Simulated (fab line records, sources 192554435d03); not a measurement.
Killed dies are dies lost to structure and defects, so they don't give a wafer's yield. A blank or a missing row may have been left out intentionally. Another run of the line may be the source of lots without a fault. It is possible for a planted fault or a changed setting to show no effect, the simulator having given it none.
Which tool did it?	flow n5-finfet	72 wafers from 24 lots sampled at 2 of the route's 1938 steps

## WHAT THE GAUGES SHOWED, per wafer
N5_BEOL_M2_RS_MEAS_58: a four-point-probe measurement. Usual: for M2_RS the level is 0.68 ohm/sq and the standard deviation is 0.03.
lot	measured	on	M2_RS (ohm/sq)	flag
L074	day 6 23:34	film-metro-02	0.67 0.71 0.68	
L075	day 7 06:16	film-metro-01	0.64 0.69 0.70	
L076	day 7 08:14	film-metro-02	0.65 0.69 0.68	
L078	day 7 11:08	film-metro-02	0.75 0.73 0.71	
L077	day 7 19:45	film-metro-02	0.68 0.65 0.66	
L079	day 8 00:41	film-metro-01	0.67 0.67 0.68	
L080	day 8 17:56	film-metro-02	0.67 0.63 0.61	
L081	day 9 06:55	film-metro-02	0.67 0.71 0.71	
L084	day 9 06:56	film-metro-01	0.68 0.64 0.66	
L082	day 9 08:18	film-metro-01	0.64 0.63 0.66	
L083	day 9 08:45	film-metro-02	0.70 0.73 0.69	
L085	day 9 11:31	film-metro-01	0.69 0.70 0.67	
L086	day 9 14:08	film-metro-01	0.65 0.63 0.65	
L087	day 9 19:52	film-metro-01	0.65 0.66 0.68	
L089	day 11 03:25	film-metro-01	0.64 0.67 0.68	
L088	day 11 04:52	film-metro-02	0.64 0.68 0.65	
L090	day 11 06:38	film-metro-02	0.65 0.68 0.65	
L091	day 11 11:59	film-metro-01	0.74 0.69 0.73	
L092	day 11 15:05	film-metro-01	0.76 0.69 0.75	
L093	day 11 17:31	film-metro-01	0.67 0.67 0.66	
L095	day 12 03:10	film-metro-01	0.67 0.67 0.67	
L094	day 12 03:28	film-metro-01	0.68 0.72 0.67	
L097	day 12 21:25	film-metro-01	0.70 0.72 0.68	
L096	day 13 00:50	film-metro-02	0.65 0.66 0.69	

## WHICH TOOL RAN EACH LOT (tool, then ch and the chambers of the sampled wafers, then the start)
lot	N5_BEOL_M2_CO_CAP_55
L074	cvd-co-01 ch 0,1,2, day 6 23:23
L075	cvd-co-01 ch 0,1, day 7 06:05
L076	cvd-co-02 ch 0,2, day 7 08:01
L078	cvd-co-01 ch 0,2, day 7 10:57
L077	cvd-co-02 ch 0,2, day 7 19:34
L079	cvd-co-01 ch 1,2, day 8 00:30
L080	cvd-co-02 ch 0,2, day 8 17:46
L081	cvd-co-01 ch 0,1,2, day 9 06:44
L084	cvd-co-02 ch 0,1, day 9 06:45
L082	cvd-co-01 ch 0,1, day 9 08:07
L083	cvd-co-02 ch 0,1,2, day 9 08:34
L085	cvd-co-01 ch 0,2, day 9 11:20
L086	cvd-co-02 ch 0,1,2, day 9 13:56
L087	cvd-co-02 ch 1,2, day 9 19:41
L089	cvd-co-01 ch 0,1,2, day 11 03:11
L088	cvd-co-02 ch 1,2, day 11 04:40
L090	cvd-co-02 ch 0,1, day 11 06:26
L091	cvd-co-02 ch 0,2, day 11 11:48
L092	cvd-co-02 ch 0,1, day 11 14:53
L093	cvd-co-01 ch 0,2, day 11 17:19
L095	cvd-co-02 ch 0,1,2, day 12 02:59
L094	cvd-co-02 ch 0,1,2, day 12 03:17
L097	cvd-co-02 ch 0,1,2, day 12 21:14
L096	cvd-co-02 ch 1,2, day 13 00:39
- N5_BEOL_M2_CO_CAP_55: material Co, precursor CCTBA/H2, target thk 2 nm, time 102.1 s.

## WHAT THE TOOLS THEMSELVES READ (means of the sampled wafers that have a number; where no wafer has one, the mark that the record gives instead)
N5_BEOL_M2_CO_CAP_55. Usual: heater-power-w reads 235 W (standard deviation 13).
lot	tool	heater-power-w (W)	flag
L074	cvd-co-01	233	
L075	cvd-co-01	221	
L076	cvd-co-02	242	
L078	cvd-co-01	245	
L077	cvd-co-02	244	
L079	cvd-co-01	236	
L080	cvd-co-02	242	
L081	cvd-co-01	234	
L084	cvd-co-02	225	
L082	cvd-co-01	220	
L083	cvd-co-02	236	
L085	cvd-co-01	240	
L086	cvd-co-02	237	
L087	cvd-co-02	241	
L089	cvd-co-01	234	
L088	cvd-co-02	226	
L090	cvd-co-02	225	
L091	cvd-co-02	243	
L092	cvd-co-02	224	
L093	cvd-co-01	246	
L095	cvd-co-02	234	
L094	cvd-co-02	235	
L097	cvd-co-02	238	
L096	cvd-co-02	230	

## THE ANSWER, worked out from the rows above alone
Rule: lot off if the mean of its wafers having a number is beyond 3 standard deviations from the usual mean. A lot without any number at a reading at which 4 lots or more have one is off too. Any other lot the step has rows for is counted as sound. First the gauges in route order, then the tools' own readings, where a lot's mean is used as printed above. The first step at which some lot is off is used, and at that step the reading that is off furthest; a lot without a number counts as furthest.
Across all readings shown, no lot is off: no conclusion can be drawn from this.

## WHAT THE SIMULATOR HAD PUT IN
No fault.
